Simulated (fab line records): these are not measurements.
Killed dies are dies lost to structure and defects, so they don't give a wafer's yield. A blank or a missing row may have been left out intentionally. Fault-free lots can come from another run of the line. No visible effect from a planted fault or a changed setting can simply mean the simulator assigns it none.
Matching of chambers	flow n5-finfet	N5_BEOL_M3_CO_CAP_55 on cvd-co-02: 3 sister chambers
The step material Co, precursor CCTBA/H2, target thk 2 nm, time 102.1 s. 27 wafers are shown with their chamber, then 12 later ones without.

## WAFERS PAIRED WITH THEIR CHAMBERS
wafer	chamber	heater-power-w (W)
L075.2	0	251
L075.5	1	235
L075.6	2	223
L078.1	1	233
L078.2	0	253
L078.3	2	223
L082.1	0	254
L082.4	2	221
L082.5	0	253
L081.1	2	228
L081.4	0	251
L081.5	2	223
L086.3	0	251
L086.4	0	253
L086.6	2	228
L088.1	2	223
L088.4	2	222
L088.5	0	254
L089.2	0	248
L089.4	1	234
L089.6	2	225
L091.1	2	229
L091.3	1	231
L091.6	0	247
L092.2	1	235
L092.4	2	224
L092.5	0	248

SIGNATURES (averages over the wafers above)
reading	chamber 0	chamber 1	chamber 2	scatter within a chamber
heater-power-w	251.18	233.60	224.45	2.48
Rule: a wafer lies at a distance from a chamber equal to the root of the sum of squares, over the readings, of (its reading less the chamber's mean, divided by the reading's scatter). The wafer belongs to the nearest chamber; if the next one is less than 2 further off, it can't be placed. The scatter is the square root of a quotient: the sum, over the shown wafers, of each reading's squared deviation from its chamber's mean, divided by wafers minus chambers.

## WAFERS MISSING THEIR CHAMBER
wafer	heater-power-w (W)
L093.2	224
L093.3	232
L093.5	220
L095.1	234
L095.3	252
L095.6	231
L094.1	234
L094.4	235
L094.5	250
L097.1	223
L097.2	229
L097.3	250

## EACH ONE'S CHAMBER
wafer	from the rows above	in truth
L093.2	2	2
L093.3	1	1
L093.5	2	2
L095.1	1	1
L095.3	0	0
L095.6	can't be placed: 1 or 2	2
L094.1	1	1
L094.4	1	1
L094.5	0	0
L097.1	2	2
L097.2	can't be placed: 2 or 1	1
L097.3	0	0
Correct placement for 10 of the 12. Unplaceable from these rows: 2, with the true chamber sitting among the candidates in 2. Number placed wrongly: 0.
